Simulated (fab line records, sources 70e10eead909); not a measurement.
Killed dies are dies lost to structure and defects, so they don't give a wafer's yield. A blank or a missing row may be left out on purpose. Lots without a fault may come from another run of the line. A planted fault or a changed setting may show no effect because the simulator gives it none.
Chamber matching | flow nand_harc | NHARC_A_STAIRCASE_CMP_450 on cmp-01: 4 sister chambers
The step polishes SiO2, target thk 200 nm. 16 wafers are shown with their chamber, then 8 later ones without.

WAFERS WITH THEIR CHAMBER
wafer  | chamber | motor_current_A (A)
L074.1 | 1       | 11.3
L074.2 | 3       | 12.2
L074.5 | 0       | 11.3
L075.1 | 3       | 12.0
L075.3 | 2       | 12.9
L075.6 | 0       | 11.1
L081.3 | 1       | 10.8
L081.4 | 3       | 12.0
L081.6 | 0       | 11.3
L083.1 | 1       | 11.3
L083.2 | 0       | 10.9
L083.3 | 3       | 11.9
L091.1 | 3       | 12.1
L091.5 | 3       | 12.9
L091.6 | 2       | 12.5
L089.2 | 3       | 13.0

SIGNATURES (means of the wafers above)
reading         | chamber 0 | chamber 1 | chamber 2 | chamber 3 | scatter within a chamber
motor_current_A | 11.150    | 11.133    | 12.700    | 12.300    | 0.365
Rule: a wafer's distance from a chamber is the root of the sum, over the readings, of the square of ((its reading less the chamber's mean) divided by the reading's scatter). The wafer belongs to the nearest chamber; if the next one is less than 2 further off, it can't be placed. The scatter: the root of (the sum of the squares of (reading less its chamber's mean) over the shown wafers, divided by (wafers less chambers)).

WAFERS WITHOUT THEIR CHAMBER
wafer  | motor_current_A (A)
L089.3 | 11.0
L089.5 | 12.4
L092.1 | 11.7
L092.5 | 12.6
L092.6 | 12.4
L094.2 | 11.0
L094.4 | 12.5
L094.5 | 13.1

WHICH CHAMBER EACH WENT THROUGH
wafer  | from the rows above               | in truth
L089.3 | can't be placed: 1 or 0           | 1
L089.5 | can't be placed: 3 or 2           | 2
L092.1 | can't be placed: 0 or 1 or 3 or 2 | 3
L092.5 | can't be placed: 2 or 3           | 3
L092.6 | can't be placed: 3 or 2           | 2
L094.2 | can't be placed: 1 or 0           | 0
L094.4 | can't be placed: 2 or 3           | 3
L094.5 | can't be placed: 2 or 3           | 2
Placed correctly: 0 of 8. Can't be placed from these rows: 8 (the true chamber is among the candidates in 8). Placed wrongly: 0.
